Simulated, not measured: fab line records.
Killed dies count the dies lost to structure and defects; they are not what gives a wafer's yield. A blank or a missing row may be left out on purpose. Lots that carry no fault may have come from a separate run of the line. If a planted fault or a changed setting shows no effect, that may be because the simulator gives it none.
The tool behind it: which one? ; flow nand harc ; 36 wafers from 12 lots sampled at 5 of the route's 1159 steps

== WHAT THE GAUGES SHOWED, per wafer ==
NHARC_A_BONDPAD_CD_MEAS_09 targets a cd of 500 nm.
lot;measured;on;cd nm (nm)
L632;day 18 18:18;cd sem-02;501.3 498.4 505.2
L641;day 20 04:19;cd sem-01;497.5 499.0
L644;day 20 19:36;cd sem-02;500.5 500.3 498.7
L643;day 20 22:47;cd sem-01;501.6 498.2 498.9
L645;day 22 01:46;cd sem-02;503.8 500.3 499.3
L647;day 21 15:31;cd sem-03;497.9 505.3 502.9
L646;day 22 08:41;cd sem-03;502.6 498.9 500.5
L648;day 22 12:46;cd sem-03;503.3 504.4 504.1
L649;day 22 14:43;cd sem-03;498.3 496.3 496.0
L653;day 22 23:59;cd sem-03;496.8 499.7 498.6
L651;day 22 23:07;cd sem-01;497.6 499.9 497.5
L654;day 23 01:25;cd sem-01;502.1 502.0 503.7

NHARC_END_SORT_01.
lot;measured;on;killed at array;killed at other;killed at periphery;killed dies;killed open;killed short
L641;day 21 19:29;prober-01;26 665 17;1 4 2;4 8 4;31 677 23;4 4 1;2 1 1

== TOOL THAT RAN EACH LOT (tool first, then ch and the chambers of the sampled wafers, then the start) ==
lot;NHARC_A_STAIRCASE_ETCH_313;NHARC_A_M1_PVD_20;NHARC_A_BONDPAD_ETCH_34
L632;rie diel-11 ch 0,2,3, day 12 05:48;pvd sputter-02, day 18 18:18 or earlier;rie diel-01 ch 0,2,3, day 18 18:37
L641;rie diel-11 ch 0,1,2, day 14 03:08;pvd sputter-03, day 20 04:19 or earlier;rie diel-01 ch 1, day 20 04:38
L644;rie diel-05 ch 1,2,3, day 14 19:38;pvd sputter-01, day 20 19:36 or earlier;rie diel-01 ch 0,1,3, day 20 19:55
L643;rie diel-12 ch 0,1,2, day 14 21:32;pvd sputter-02, day 20 22:47 or earlier;rie diel-01 ch 0,1,3, day 20 23:05
L645;rie diel-05 ch 0,2, day 15 16:20;pvd sputter-03, day 22 01:46 or earlier;rie diel-12 ch 0,2, day 22 02:05
L647;rie diel-05 ch 1,3, day 15 17:31;pvd sputter-02, day 21 15:31 or earlier;rie diel-03 ch 1,2,3, day 21 15:50
L646;rie diel-05 ch 0,1, day 15 21:52;pvd sputter-03, day 22 08:41 or earlier;rie diel-03 ch 1,2,3, day 22 09:00
L648;rie diel-12 ch 0,1,2, day 15 23:33;pvd sputter-03, day 22 12:46 or earlier;rie diel-01 ch 0,2, day 22 13:04
L649;rie diel-05 ch 0,2,3, day 16 10:58;pvd sputter-02, day 22 14:43 or earlier;rie diel-01 ch 1,2,3, day 22 15:02
L653;rie diel-11 ch 0,2,3, day 17 02:34;pvd sputter-01, day 22 23:59 or earlier;rie diel-01 ch 0,1,3, day 23 00:17
L651;rie diel-05 ch 0,1,3, day 17 06:51;pvd sputter-02, day 22 23:07 or earlier;rie diel-03 ch 0,2,3, day 22 23:25
L654;rie diel-05 ch 0,2,3, day 17 08:03;pvd sputter-03, day 23 01:25 or earlier;rie diel-01 ch 0,2,3, day 23 01:43
- NHARC_A_STAIRCASE_ETCH_313: etches the open film in CF4/CHF3.
- NHARC_A_M1_PVD_20: deposits TaN, target thk 5 nm, time 8.06 s.
- NHARC_A_BONDPAD_ETCH_34: etches the open film in N2/H2, target depth 60 nm, overetch 18 nm, time 65.91 s.

== AS READ BY THE TOOLS THEMSELVES (means over the sampled wafers that have a number; for cases with no such wafer, the mark the record gives instead) ==
NHARC_A_STAIRCASE_ETCH_313.
lot;tool;drypump motor current A (A);oes product au (a.u.);rf vpp V (V);showerhead plenum p Torr (Torr);throttle valve pct (%)
L632;rie diel-11;6.2;0.907;369.5;1.56;16.812
L641;rie diel-11;5.8;0.929;372.0;1.62;16.796
L644;rie diel-05;6.1;0.919;368.5;1.51;16.802
L643;rie diel-12;5.8;0.951;372.3;1.60;16.792
L645;rie diel-05;5.2;0.960;369.5;1.53;16.805
L647;rie diel-05;6.0;0.990;370.7;1.60;16.808
L646;rie diel-05;5.4;0.984;369.5;1.55;16.802
L648;rie diel-12;5.8;0.914;371.1;1.60;16.802
L649;rie diel-05;5.8;0.924;370.1;1.58;16.800
L653;rie diel-11;6.2;0.946;370.3;1.55;16.801
L651;rie diel-05;5.6;0.933;371.4;1.60;16.802
L654;rie diel-05;5.8;0.918;371.2;1.58;16.801

NHARC_A_M1_PVD_20.
lot;tool;bias v (V);chamber pressure pa (Pa);substrate temp c (C);throttle valve pct (%)
L632;pvd sputter-02;169.3;0.12010;50.07;30.3
L641;pvd sputter-03;168.3;0.11972;50.05;28.9
L644;pvd sputter-01;168.9;0.12002;49.98;30.4
L643;pvd sputter-02;165.4;0.11999;49.83;30.6
L645;pvd sputter-03;170.3;0.12024;50.06;29.2
L647;pvd sputter-02;170.5;0.11967;49.89;30.7
L646;pvd sputter-03;168.5;0.12001;50.10;29.8
L648;pvd sputter-03;166.3;0.11993;49.97;29.5
L649;pvd sputter-02;168.2;0.11981;50.01;30.2
L653;pvd sputter-01;167.6;0.12006;49.93;31.1
L651;pvd sputter-02;168.7;0.12012;50.00;30.0
L654;pvd sputter-03;167.6;0.12018;49.90;29.4

NHARC_A_BONDPAD_ETCH_34.
lot;tool;drypump motor current A (A);h2 flow sccm (sccm);oes product au (a.u.);rf vpp V (V);showerhead plenum p Torr (Torr);throttle valve pct (%)
L632;rie diel-01;5.9;150.0;0.997;429.7;2.03;14.169
L641;rie diel-01;5.4;149.7;0.988;432.0;2.07;14.174
L644;rie diel-01;5.9;150.1;0.995;432.0;2.06;14.178
L643;rie diel-01;5.9;150.0;0.993;429.9;2.06;14.175
L645;rie diel-12;5.6;149.8;1.006;428.7;1.97;14.172
L647;rie diel-03;6.1;149.6;0.998;428.9;2.00;14.167
L646;rie diel-03;6.1;149.9;0.996;429.6;2.00;14.174
L648;rie diel-01;5.6;150.5;1.000;431.0;2.05;14.168
L649;rie diel-01;5.7;150.1;1.000;429.4;1.99;14.173
L653;rie diel-01;5.9;150.1;1.009;431.4;2.06;14.172
L651;rie diel-03;6.1;149.4;1.003;430.1;2.04;14.173
L654;rie diel-01;5.9;150.0;0.998;430.7;2.03;14.180

== THE ANSWER, worked out from the rows above alone ==
Rule: the usual values come from the lots themselves. Put in order of their means at a reading, lots are off if they are a third of the lots or fewer, leave a main group of 4 or more, and stand apart from it by a gap of 3 or more times the standard deviation of the main group's means; of several such gaps the widest counts. A main group is skipped when, at the precision printed for the reading in the tables above, its means are all equal. A lot without any number at a reading at which 4 lots or more have one is off too. All remaining lots with rows at the step are treated as sound. Order of review: gauges by route order, followed by the tools' own readings, for which a lot's mean as printed above is used. At the first step where some lot is off, the reading lying furthest off is the one used; lots without a number count as furthest.
No lot is off at any reading shown: from this, nothing can be told.

== WHAT THE SIMULATOR HAD PUT IN ==
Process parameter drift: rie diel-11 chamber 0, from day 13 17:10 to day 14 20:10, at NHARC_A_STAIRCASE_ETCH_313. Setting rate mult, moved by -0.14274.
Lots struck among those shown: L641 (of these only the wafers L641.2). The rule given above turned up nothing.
